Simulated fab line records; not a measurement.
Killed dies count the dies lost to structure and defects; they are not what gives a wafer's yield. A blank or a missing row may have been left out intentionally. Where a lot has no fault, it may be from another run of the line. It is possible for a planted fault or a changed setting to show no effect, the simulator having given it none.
Lot-split experiment :: flow n5-finfet :: on a route of 1938 steps: 7 lots, 39 wafers read

## ABOUT THE SPLIT
At N5_WELL_APT_IMPLANT_15, the setting energy-kev was moved away from the recipe's 25 on 12 of the 39 wafers read, by -10.6% to +10.4%. This setting was run at the recipe's value on the other wafers.

The reading comes from the split's own step.

## THE READING
In nm, at N5_WELL_APT_IMPLANT_15: implant.drp-nm, which is the simulator's own figure and was read by no gauge. There is no usual value for it anywhere in the file.

wafer: L075.1
tool, chamber at the split: implanter-02, 0
energy-kev as run: 25
against the recipe: recipe
implant.drp-nm, nm: 8.457
against lot-mates on the recipe: -

wafer: L075.2
tool, chamber at the split: implanter-02, 0
energy-kev as run: 25
against the recipe: recipe
implant.drp-nm, nm: 8.457
against lot-mates on the recipe: -

wafer: L075.3
tool, chamber at the split: implanter-02, 0
energy-kev as run: 25
against the recipe: recipe
implant.drp-nm, nm: 8.457
against lot-mates on the recipe: -

wafer: L075.4
tool, chamber at the split: implanter-02, 0
energy-kev as run: 25
against the recipe: recipe
implant.drp-nm, nm: 8.457
against lot-mates on the recipe: -

wafer: L075.5
tool, chamber at the split: implanter-02, 0
energy-kev as run: 25
against the recipe: recipe
implant.drp-nm, nm: 8.457
against lot-mates on the recipe: -

wafer: L075.6
tool, chamber at the split: implanter-02, 0
energy-kev as run: 25
against the recipe: recipe
implant.drp-nm, nm: 8.457
against lot-mates on the recipe: -

wafer: L082.1
tool, chamber at the split: implanter-02, 0
energy-kev as run: 25
against the recipe: recipe
implant.drp-nm, nm: 8.457
against lot-mates on the recipe: -

wafer: L082.2
tool, chamber at the split: implanter-02, 0
energy-kev as run: 25
against the recipe: recipe
implant.drp-nm, nm: 8.457
against lot-mates on the recipe: -

wafer: L082.3
tool, chamber at the split: implanter-02, 0
energy-kev as run: 25
against the recipe: recipe
implant.drp-nm, nm: 8.457
against lot-mates on the recipe: -

wafer: L082.4
tool, chamber at the split: implanter-02, 0
energy-kev as run: 25
against the recipe: recipe
implant.drp-nm, nm: 8.457
against lot-mates on the recipe: -

wafer: L082.5
tool, chamber at the split: implanter-02, 0
energy-kev as run: 25
against the recipe: recipe
implant.drp-nm, nm: 8.457
against lot-mates on the recipe: -

wafer: L082.6
tool, chamber at the split: implanter-02, 0
energy-kev as run: 25
against the recipe: recipe
implant.drp-nm, nm: 8.457
against lot-mates on the recipe: -

wafer: L085.1
tool, chamber at the split: implanter-01, 0
energy-kev as run: 25
against the recipe: recipe
implant.drp-nm, nm: 8.457
against lot-mates on the recipe: -

wafer: L085.2
tool, chamber at the split: implanter-01, 0
energy-kev as run: 25
against the recipe: recipe
implant.drp-nm, nm: 8.457
against lot-mates on the recipe: -

wafer: L085.3
tool, chamber at the split: implanter-01, 0
energy-kev as run: 25
against the recipe: recipe
implant.drp-nm, nm: 8.457
against lot-mates on the recipe: -

wafer: L085.4
tool, chamber at the split: implanter-01, 0
energy-kev as run: 22.35
against the recipe: -10.6%
implant.drp-nm, nm: 7.815
against lot-mates on the recipe: -0.642

wafer: L085.5
tool, chamber at the split: implanter-01, 0
energy-kev as run: 22.35
against the recipe: -10.6%
implant.drp-nm, nm: 7.815
against lot-mates on the recipe: -0.642

wafer: L085.6
tool, chamber at the split: implanter-01, 0
energy-kev as run: 22.35
against the recipe: -10.6%
implant.drp-nm, nm: 7.815
against lot-mates on the recipe: -0.642

wafer: L089.1
tool, chamber at the split: implanter-01, 0
energy-kev as run: 25
against the recipe: recipe
implant.drp-nm, nm: 8.457
against lot-mates on the recipe: -

wafer: L089.5
tool, chamber at the split: implanter-01, 0
energy-kev as run: 25
against the recipe: recipe
implant.drp-nm, nm: 8.457
against lot-mates on the recipe: -

wafer: L089.6
tool, chamber at the split: implanter-01, 0
energy-kev as run: 25
against the recipe: recipe
implant.drp-nm, nm: 8.457
against lot-mates on the recipe: -

wafer: L089.2
tool, chamber at the split: implanter-01, 0
energy-kev as run: 23
against the recipe: -8.0%
implant.drp-nm, nm: 7.974
against lot-mates on the recipe: -0.483

wafer: L089.3
tool, chamber at the split: implanter-01, 0
energy-kev as run: 23
against the recipe: -8.0%
implant.drp-nm, nm: 7.974
against lot-mates on the recipe: -0.483

wafer: L089.4
tool, chamber at the split: implanter-01, 0
energy-kev as run: 23
against the recipe: -8.0%
implant.drp-nm, nm: 7.974
against lot-mates on the recipe: -0.483

wafer: L091.2
tool, chamber at the split: implanter-01, 0
energy-kev as run: 25
against the recipe: recipe
implant.drp-nm, nm: 8.457
against lot-mates on the recipe: -

wafer: L091.3
tool, chamber at the split: implanter-01, 0
energy-kev as run: 25
against the recipe: recipe
implant.drp-nm, nm: 8.457
against lot-mates on the recipe: -

wafer: L091.4
tool, chamber at the split: implanter-01, 0
energy-kev as run: 25
against the recipe: recipe
implant.drp-nm, nm: 8.457
against lot-mates on the recipe: -

wafer: L093.1
tool, chamber at the split: implanter-02, 0
energy-kev as run: 25
against the recipe: recipe
implant.drp-nm, nm: 8.457
against lot-mates on the recipe: -

wafer: L093.4
tool, chamber at the split: implanter-02, 0
energy-kev as run: 25
against the recipe: recipe
implant.drp-nm, nm: 8.457
against lot-mates on the recipe: -

wafer: L093.5
tool, chamber at the split: implanter-02, 0
energy-kev as run: 25
against the recipe: recipe
implant.drp-nm, nm: 8.457
against lot-mates on the recipe: -

wafer: L093.2
tool, chamber at the split: implanter-02, 0
energy-kev as run: 27.59
against the recipe: +10.4%
implant.drp-nm, nm: 9.074
against lot-mates on the recipe: +0.617

wafer: L093.3
tool, chamber at the split: implanter-02, 0
energy-kev as run: 27.59
against the recipe: +10.4%
implant.drp-nm, nm: 9.074
against lot-mates on the recipe: +0.617

wafer: L093.6
tool, chamber at the split: implanter-02, 0
energy-kev as run: 27.59
against the recipe: +10.4%
implant.drp-nm, nm: 9.074
against lot-mates on the recipe: +0.617

wafer: L097.1
tool, chamber at the split: implanter-01, 0
energy-kev as run: 25
against the recipe: recipe
implant.drp-nm, nm: 8.457
against lot-mates on the recipe: -

wafer: L097.2
tool, chamber at the split: implanter-01, 0
energy-kev as run: 25
against the recipe: recipe
implant.drp-nm, nm: 8.457
against lot-mates on the recipe: -

wafer: L097.4
tool, chamber at the split: implanter-01, 0
energy-kev as run: 25
against the recipe: recipe
implant.drp-nm, nm: 8.457
against lot-mates on the recipe: -

wafer: L097.3
tool, chamber at the split: implanter-01, 0
energy-kev as run: 27.16
against the recipe: +8.6%
implant.drp-nm, nm: 8.972
against lot-mates on the recipe: +0.515

wafer: L097.5
tool, chamber at the split: implanter-01, 0
energy-kev as run: 27.16
against the recipe: +8.6%
implant.drp-nm, nm: 8.972
against lot-mates on the recipe: +0.515

wafer: L097.6
tool, chamber at the split: implanter-01, 0
energy-kev as run: 27.16
against the recipe: +8.6%
implant.drp-nm, nm: 8.972
against lot-mates on the recipe: +0.515

THE FIT
A straight line over all 39 wafers: implant.drp-nm changes by +0.06 nm for each +1% of energy-kev; r = +1.00; the points scatter about the line by 0.0021 nm.
The same after taking each lot's own level away (the mean of its wafers on the recipe; 39 wafers): +0.06 nm for each +1%; r = +1.00; scatter 0.0021 nm.
Per that fit: largest energy-kev move, reading shift of 0.64 nm.
The lots' own levels span 8.4570 to 8.4570 nm.
So the lot-to-lot level changes the slope little: the two slopes agree.
Check: -0.637 nm against its lot-mates is what the line predicts for one of the wafers moved furthest among these (-10.6%) when that wafer is left out of the fit. Against them it came out at -0.642 nm.

## THE WHOLE CHAIN: every reading that the file lists as answering this split, in the file's order
step: N5_WELL_APT_IMPLANT_15
what it does: 
reading: implant.rp-nm (the simulator's own value, which no gauge read)
change (the file's fit): +0.139 nm for each +1% of the setting
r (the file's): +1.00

step: N5_WELL_APT_IMPLANT_15
what it does: 
reading: implant.drp-nm (the simulator's own value, which no gauge read)
change (the file's fit): +0.06 nm for each +1% of the setting
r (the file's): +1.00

## FILE'S OWN FIT
implant.drp-nm changes by +0.06 nm for each +1% of energy-kev, r = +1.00.
